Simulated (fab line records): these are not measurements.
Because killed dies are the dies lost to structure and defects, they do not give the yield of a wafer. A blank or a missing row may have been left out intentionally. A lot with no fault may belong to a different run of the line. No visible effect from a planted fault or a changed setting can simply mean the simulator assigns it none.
Chamber matching -- flow nand_harc -- 4 sister chambers for NHARC_A_CHANNEL_FILL_D2_ALD_02 on ald_hk-04
The step deposits SiO2, target thk 6 nm, pulse time 10 s, ald cycles 60. 4 wafers are shown with their chamber, then 8 later ones without.

== EACH WAFER AND ITS CHAMBER ==
wafer,chamber,heater_power_w (W)
L932.1,1,428
L938.5,3,391
L938.6,0,491
L942.3,2,491

== WAFERS WHOSE CHAMBER IS MISSING ==
wafer,heater_power_w (W)
L942.4,481
L942.5,412
L941.1,411
L941.3,493
L941.4,411
L947.2,480
L947.5,495
L947.6,408

== WHICH CHAMBER EACH WENT THROUGH ==
wafer,from the rows above,in truth
L942.4,can't be placed: 0 or 2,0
L942.5,can't be placed: 1 or 3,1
L941.1,can't be placed: 1 or 3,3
L941.3,can't be placed: 0 or 2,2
L941.4,can't be placed: 1 or 3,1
L947.2,can't be placed: 0 or 2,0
L947.5,can't be placed: 0 or 2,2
L947.6,can't be placed: 3 or 1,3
Placed correctly: 0 of 8. Cannot be placed on the basis of these rows: 8; the candidates contain the true chamber in 8. 0 placed wrongly.
How it was worked out, from the rows above alone: a wafer's distance from a chamber is the root of the sum, over the readings, of the square of ((its reading less the chamber's mean) divided by the reading's scatter). If the next closest chamber is less than 2 further off than the closest, the wafer can't be placed; otherwise it belongs to the closest. Each chamber's mean is taken over the wafers shown for it. The scatter: with one shown wafer a chamber, the root of the mean of the squares of how far each hidden wafer lies from its nearest shown one.
